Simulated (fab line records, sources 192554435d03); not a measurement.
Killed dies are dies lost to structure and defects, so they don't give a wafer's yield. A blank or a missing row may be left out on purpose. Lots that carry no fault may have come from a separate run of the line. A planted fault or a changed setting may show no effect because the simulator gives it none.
A lot that was struck, set against a sound lot :: flow n5-finfet :: 16 steps out of a route of 1938
Sound: the wafers L485.2, L485.3, L485.5. Struck: wafer L483.6; the same lot's L483.3 was not struck, so it is left out; see the end for the cause.
For every step that has rows: the tool of each side, followed by ch and its chambers, followed by its first start. Under that, the readings that differ: sound wafers :: struck wafers :: difference of the means :: sigmas: that difference in standard deviations of wafers without a fault.
alike: readings with means less than 2 such deviations apart, plus words and numbers identical on both sides. not compared: withheld readings, readings lacking a value on some wafer, bounds such as >300 that could conceal the same value, and numbers that have no deviation in the record and whose values overlap.
Wherever a step has rows on one side only, a row that says differs or no value, or a row with sigmas, the two part there. When numbers do not overlap yet have no deviation, they are printed without sigmas and do not part them. Lack of a reading on every wafer of one side parts them only where that side has two or more wafers.

first, 2 steps without rows for these wafers: N5_BEOL_M2_DESCUM_16 (chemistry O2, time 7 s); N5_BEOL_M2_ETCH_74 (etches underlayer in N2/H2, target depth 6.5 nm, time 5.2 s).
N5_BEOL_M2_ETCH_63: etches SiARC in CF4, target depth 15.6 nm, time 26 s.
  sound on rie-diel-03 ch 1,2,3, day 11 04:37; struck on rie-diel-03 ch 0, day 10 10:28
reading: rf-vpp-V (V)
sound: 183.0 183.4 183.3
struck: 186.8
difference: +3.6
sigmas: +3

reading: showerhead-plenum-p-Torr (Torr)
sound: 2.08 2.06 2.10
struck: 2.29
difference: +0.21
sigmas: +3
  alike: drypump-motor-current-A, etch-rf-on-time-s, oes-product-au, throttle-valve-pct
  not compared: rf-hours-counter-h
N5_BEOL_M2_ETCH_64: etches SOC in N2/H2, target depth 75 nm, overetch 22.5 nm, time 121.9 s.
  sound on rie-diel-03 ch 1,2,3, day 11 04:39; struck on rie-diel-03 ch 0, day 10 10:29
reading: rf-vpp-V (V)
sound: 523.8 520.5 522.6
struck: 528.3
difference: +6.0
sigmas: +2

reading: showerhead-plenum-p-Torr (Torr)
sound: 2.46 2.44 2.50
struck: 2.69
difference: +0.22
sigmas: +2
  alike: drypump-motor-current-A, oes-product-au, temp-c, throttle-valve-pct
  not compared: rf-hours-counter-h
then, 2 steps without rows for these wafers: N5_BEOL_M2_STRIP_65 (strips in N2/H2); N5_BEOL_M2_STRIP_75 (strips in N2/H2).
N5_BEOL_M2_STRIP_66: strips in CF4.
  sound on rie-diel-03 ch 1,2,3, day 11 04:47; struck on rie-diel-03 ch 0, day 10 10:37
reading: rf-vpp-V (V)
sound: 271.5 268.8 271.0
struck: 274.4
difference: +4.0
sigmas: +2

reading: showerhead-plenum-p-Torr (Torr)
sound: 1.74 1.73 1.76
struck: 1.90
difference: +0.16
sigmas: +2
  alike: drypump-motor-current-A, oes-product-au, throttle-valve-pct
  not compared: rf-hours-counter-h
N5_BEOL_M2_HM_OPEN_17: chemistry Cl2/BCl3, target TiN, target depth 20 nm, overetch 6 nm.
  sound on rie-metal-03 ch 0,1, day 11 04:49; struck on rie-metal-02 ch 1, day 10 10:43
reading: he-backside-leak-sccm (sccm)
sound: 3.7 3.2 5.6
struck: 3.1
difference: -1.1
sigmas: -3
  alike: drypump-motor-current-A, oes-product-au, throttle-valve-pct
  not compared: rf-hours-counter-h
N5_BEOL_M2_STRIP_19: strips in O2.
  sound on rie-diel-05 ch 0,1, day 11 05:01; struck on rie-diel-05 ch 2, day 10 10:52
  alike: drypump-motor-current-A, oes-product-au, rf-vpp-V, showerhead-plenum-p-Torr, temp-c, throttle-valve-pct
  not compared: rf-hours-counter-h
N5_BEOL_M2_CD_MEAS_18: pitch 36 nm, target cd 18 nm.
  struck on cd-sem-02, day 10 10:56; sound on cd-sem-01, day 11 05:06
  alike: cd-nm
then, 2 steps without rows for these wafers: N5_BEOL_M2_COAT_67 (time 60 s, resist thk 60 nm); N5_BEOL_M2_COAT_68 (time 60 s, resist thk 12 nm).
N5_BEOL_M2_COAT_76: time 60 s, resist thk 5 nm.
  sound on litho-track-04 ch 0, day 11 05:09; struck on litho-track-02 ch 0, day 10 10:59
reading: run-length-s (s)
sound: 66.39 66.47 66.32
struck: 71.99
difference: +5.60
sigmas: +31
  alike: chill-plate-temp-C, resist-line-temp-C
then, 1 step without rows for these wafers: N5_BEOL_M2_COAT_22 (resist thk 30 nm).
-- here the record skips 2 days between the struck wafers' starts before and after, leaving off in module BEOL_M2 and picking up in module BEOL_M4 (first step shown: number 1111 of the route) --
N5_BEOL_M4_RC_MEAS_101:
  sound on prober-01 ch 0, day 12 22:52; struck on prober-01 ch 0, day 12 21:46
  alike: DIBL_N, DIBL_P, IOFF_N, IOFF_P, ION_N, ION_P, SS_N, SS_P, VT_N, VT_P
-- record jumps: 5 days separate the struck wafers' starts on either side; left off in module BEOL_M4, taken up again in module PASSIVATION, whose first shown step is the route's number 1936 --
N5_PASSIVATION_PROBE_49:
  struck on prober-01, day 17 14:52; sound on prober-02, day 17 18:26
reading: killed-at-front-end
sound: 42 40 64
struck: 20
difference: -29
sigmas: -3
  alike: defect-limited-yield, killed_at_M0_to_M3, killed_at_M4_up, killed-at-contacts, killed-at-other, killed-dies, killed-open, killed-short, sort_bin_4_leakage, sort_bin_5_function, sort_bin_6_memory, sort_bin_8_speed, sort-n-pass, sort-yield-pct

== WHERE THEY PART ==
First at N5_BEOL_M2_ETCH_63; last, within this record, at N5_PASSIVATION_PROBE_49.

WHY: whatever the simulator had introduced
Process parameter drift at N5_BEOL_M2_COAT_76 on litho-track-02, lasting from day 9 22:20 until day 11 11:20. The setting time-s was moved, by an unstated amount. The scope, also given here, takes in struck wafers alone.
